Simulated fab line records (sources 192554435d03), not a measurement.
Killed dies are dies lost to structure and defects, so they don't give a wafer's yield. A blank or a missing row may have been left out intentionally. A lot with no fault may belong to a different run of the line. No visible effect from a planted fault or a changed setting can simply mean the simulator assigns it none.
Chamber matching -- flow n5 finfet -- N5_BEOL_M7_VIA_ETCH_34 on rie diel-01: 4 sister chambers
The step etches SiCOH lowk in C4F6/O2, target depth 125.5 nm, time 50.5 s. 4 wafers are shown with their chamber, then 9 later ones without.

## WAFERS, EACH WITH ITS CHAMBER
wafer,chamber,showerhead plenum p Torr (Torr)
L086.1,2,2.94
L088.1,1,2.79
L088.2,0,2.77
L088.4,3,2.99

## WAFERS WITH NO CHAMBER GIVEN
wafer,showerhead plenum p Torr (Torr)
L091.4,2.94
L091.5,2.79
L091.6,2.76
L093.1,2.76
L093.4,2.79
L093.5,2.94
L095.1,2.93
L095.3,2.79
L095.6,2.94

## WHICH CHAMBER EACH WENT THROUGH
wafer,from the rows above,in truth
L091.4,2,2
L091.5,1,1
L091.6,0,0
L093.1,0,0
L093.4,1,1
L093.5,2,2
L095.1,2,2
L095.3,1,1
L095.6,2,2
Correct placement for 9 of the 9. Can't be placed from these rows: 0. Wrongly placed: 0.
How it was worked out, from the rows above alone: a wafer's distance from a chamber is the root of the sum, over the readings, of the square of ((its reading less the chamber's mean) divided by the reading's scatter). The wafer belongs to the nearest chamber; if the next one is less than 2 further off, it can't be placed. The mean given for a chamber averages the wafers shown for that chamber. The scatter (one wafer shown for each chamber): square how far every hidden wafer sits from the nearest shown wafer, average those squares and take the square root.
